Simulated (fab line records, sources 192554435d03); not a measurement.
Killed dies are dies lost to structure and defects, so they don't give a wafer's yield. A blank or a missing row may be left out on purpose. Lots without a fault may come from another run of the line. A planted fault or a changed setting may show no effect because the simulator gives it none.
Split-lot experiment | flow n5_finfet | 7 lots, 21 wafers read, on a route of 1938 steps

THE SPLIT
At N5_BEOL_M2_ETCH_69 (etches SiARC in CF4, target depth 15.6 nm, time 26 s), the setting bias_w was moved away from the recipe's 36 W on 7 of the 21 wafers read, by -13.7% to +11.9%. The other wafers ran this setting at the recipe's value.

The reading is taken at the split's own step.

THE READING
rf_vpp_V, in V, at N5_BEOL_M2_ETCH_69 (etches SiARC in CF4, target depth 15.6 nm, time 26 s). Fault-free wafers of this fab line usually give 183.9 V, standard deviation 1.2 V.

wafer  | tool, chamber at the split | bias_w as run, W | against the recipe | rf_vpp_V, V | against lot-mates on the recipe
L083.2 | rie_diel-06, 2             | 36               | recipe             | 186.6       | -
L083.5 | rie_diel-06, 1             | 36               | recipe             | 184.7       | -
L083.6 | rie_diel-06, 2             | 36               | recipe             | 185.9       | -
L084.2 | rie_diel-05, 0             | 31.06            | -13.7%             | 166.7       | -17.4
L084.4 | rie_diel-05, 1             | 31.06            | -13.7%             | 167.3       | -16.8
L084.5 | rie_diel-05, 1             | 36               | recipe             | 184.1       | -
L086.1 | rie_diel-03, 2             | 36               | recipe             | 182.5       | -
L086.4 | rie_diel-03, 1             | 36               | recipe             | 184.8       | -
L086.6 | rie_diel-03, 0             | 36               | recipe             | 182.2       | -
L089.1 | rie_diel-03, 1             | 36               | recipe             | 185.6       | -
L089.4 | rie_diel-03, 2             | 31.28            | -13.1%             | 167.4       | -18.2
L089.5 | rie_diel-03, 3             | 31.28            | -13.1%             | 167.8       | -17.8
L091.1 | rie_diel-03, 2             | 40.28            | +11.9%             | 196.5       | +12.3
L091.2 | rie_diel-03, 1             | 40.28            | +11.9%             | 199.1       | +14.9
L091.3 | rie_diel-03, 3             | 36               | recipe             | 184.2       | -
L093.1 | rie_diel-06, 2             | 36               | recipe             | 186.5       | -
L093.4 | rie_diel-06, 3             | 36               | recipe             | 181.3       | -
L093.6 | rie_diel-06, 2             | 36               | recipe             | 184.8       | -
L096.4 | rie_diel-03, 3             | 36               | recipe             | 184.4       | -
L096.5 | rie_diel-03, 0             | 36               | recipe             | 182.4       | -
L096.6 | rie_diel-03, 1             | 31.87            | -11.5%             | 171.6       | -11.8

THE FIT
A straight line over all 21 wafers: rf_vpp_V changes by +1.21 V for each +1% of bias_w; r = +0.99; the points scatter about the line by 1.5 V.
The same after taking each lot's own level away (the mean of its wafers on the recipe; 21 wafers): +1.23 V for each +1%; r = +0.99; scatter 1.4 V.
On that fit, the largest move of bias_w shifts the reading by 17 V.
The lots' own levels span 183.17 to 185.73 V, that is 2.1 times the standard deviation above.
So the lot-to-lot level changes the slope little: the two slopes agree.
Check: with one of the wafers moved furthest among these (-13.7%) left out of the fit, the line predicts -16.9 V for it against its lot-mates. It came out at -17.4 V against them.
Tool readings at the split's step, against how far the setting was moved: rf_vpp_V r = +0.99.

OTHER SPLITS ON THESE WAFERS
These wafers also went through other splits before the reading. Each is held against what the fit with the lots' levels taken away leaves over:
other split on the same wafers            | wafers away from the commonest value | r with rf_vpp_V (lot level and that fit taken away)
N5_MOL_CONTACT_COAG_CVD_140 target_thk_a  | 7                                    | -0.42
N5_BEOL_M0_TRENCH_ETCH_107 target_depth_a | 9                                    | +0.09
N5_BEOL_M1_TRENCH_ETCH_37 bias_w          | 7                                    | -0.34

THE FILE'S OWN FIT
rf_vpp_V changes by +1.21 V for each +1% of bias_w, r = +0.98.
